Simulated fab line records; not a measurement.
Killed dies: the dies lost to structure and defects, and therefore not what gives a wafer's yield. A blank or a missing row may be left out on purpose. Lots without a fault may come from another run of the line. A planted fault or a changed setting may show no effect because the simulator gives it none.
Comparing a struck lot with a sound one || flow n5 finfet || 37 out of 1938 route steps
Sound: these wafers, L416.4, L416.5, L416.6. Struck: wafer L403.2 (left out: L403.4, L403.5 of the same lot, which were not struck); the cause appears at the end.
At each step with rows: each side's tool, then ch and its chambers, then its first start. Under that, the readings that differ: sound wafers || struck wafers || difference of the means || sigmas: that difference in standard deviations of wafers without a fault.
alike: a reading whose means differ by less than 2 such deviations, as well as words and numbers matching on both sides. not compared: withheld readings; readings where some wafer has no value; bounds like >300 that might hide an equal value; numbers whose values overlap and for which the record gives no deviation.
A row with sigmas, a row that says differs or no value, or rows on one side alone: a step with any of these is where the two part. When numbers do not overlap yet have no deviation, they are printed without sigmas and do not part them. A reading missing from all wafers of one side parts the sides only when that side holds two or more wafers.

first, 9 steps without rows for these wafers: N5_BEOL_M9_COAT_64 (time 60 s, resist thk 12 nm); N5_BEOL_M9_COAT_75 (time 60 s, resist thk 5 nm); N5_BEOL_M9_COAT_22 (resist thk 30 nm); N5_BEOL_M9_EBR_24; N5_BEOL_M9_SOFTBAKE_23 (time 60 s); N5_BEOL_M9_EXPOSE_25 (exposes mask V8); N5_BEOL_M9_PEB_26 (peb time 60 s); N5_BEOL_M9_DEVELOP_27 (develop time 30 s); N5_BEOL_M9_DESCUM_33 (chemistry O2, time 7 s).
N5_BEOL_M9_ETCH_76: etches underlayer in N2/H2, target depth 6.5 nm, time 5.2 s.
  sound on rie diel-06 ch 0,2,3, day 17 20:25; struck on rie diel-03 ch 1, day 12 19:49
{"reading": "oes product au (a.u.)", "sound": "0.61 0.61 0.59", "struck": 0.72, "difference": "+0.12", "sigmas": "+3"}
{"reading": "throttle valve pct (%)", "sound": "18.26 17.80 17.85", "struck": 17.45, "difference": -0.52, "sigmas": -2}
  alike: drypump motor current A, etch rf on time s, rf vpp V, showerhead plenum p Torr
  not compared: rf hours counter h
then, 26 steps without rows for these wafers: N5_BEOL_M9_ETCH_65 (etches SiARC in CF4, target depth 15.6 nm, time 26 s); N5_BEOL_M9_ETCH_66 (etches SOC in N2/H2, target depth 80 nm, overetch 16 nm, time 120 s); N5_BEOL_M9_STRIP_69 (strips in N2/H2); N5_BEOL_M9_STRIP_77 (strips in N2/H2); N5_BEOL_M9_VIA_ETCH_34 (etches SiCOH lowk in C4F6/O2, target depth 182.4 nm, time 68.4 s); N5_BEOL_M9_STRIP_73 (strips in C4F6/O2); N5_BEOL_M9_STRIP_36 (strips in N2/H2); N5_BEOL_M9_TRENCH_ETCH_37 (etches SiCOH lowk in C4F6/O2, target depth 151.43 nm, time 49 s); N5_BEOL_M9_ETCH_41 (etches SiCN in CH3F/O2, target depth 36.6 nm, time 70.1 s); N5_BEOL_M9_STRIP_80 (strips in N2/H2, time 10 s); N5_BEOL_M9_HM_STRIP_39 (strips TiN in peroxide tin strip, target depth 25 nm, time 158 s); N5_BEOL_M9_SRD_40 (time 30 s); N5_BEOL_M9_PRECLEAN_42 (cleans in residue remover, time 60 s); N5_BEOL_M9_SRD_43 (time 30 s); N5_BEOL_M9_CURE_72 (cures SiCOH lowk, time 120 s); N5_BEOL_M9_DEGAS_44 (time 60 s); N5_BEOL_M9_PRE_CLEAN_45 (time 30 s); N5_BEOL_M9_ALD_74 (deposits TaN, target thk 2 nm, pulse time 2 s, purge time 3 s); N5_BEOL_M9_SURFACE_TREAT_79; N5_BEOL_M9_CVD_78 (deposits Co from CCTBA/H2, target thk 2 nm, time 138.9 s); N5_BEOL_M9_SPUTTER_48 (material Cu, target thk 12 nm, time 2 s); N5_BEOL_M9_ECD_50 (material Cu, target thk 318 nm); N5_BEOL_M9_ANNEAL_51 (time 90 s); N5_BEOL_M9_CMP_52 (polishes, stops on SiCOH lowk, t overpolish 7 s, target thk 140 nm); N5_BEOL_M9_PRE_CLEAN_55 (time 15 s); N5_BEOL_M9_DEP_56 (deposits SiCN from 3MS/NH3, target thk 15 nm, time 26.5 s).
-- a jump in the record: the struck wafers' starts before and after are 3 days apart (it breaks off in module BEOL_M9 and resumes in module PASSIVATION, where the first step shown is number 1936 of the route) --
N5_PASSIVATION_PROBE_49:
  the record has rows for the struck wafers here (prober-01, day 15 09:08) and none for the sound ones

WHERE THEY PART
Earliest at N5_BEOL_M9_ETCH_76; latest, in this record, at N5_PASSIVATION_PROBE_49.

WHY: whatever the simulator had introduced
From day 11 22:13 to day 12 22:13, rie diel-03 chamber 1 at N5_BEOL_M9_ETCH_76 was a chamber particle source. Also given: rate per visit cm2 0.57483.
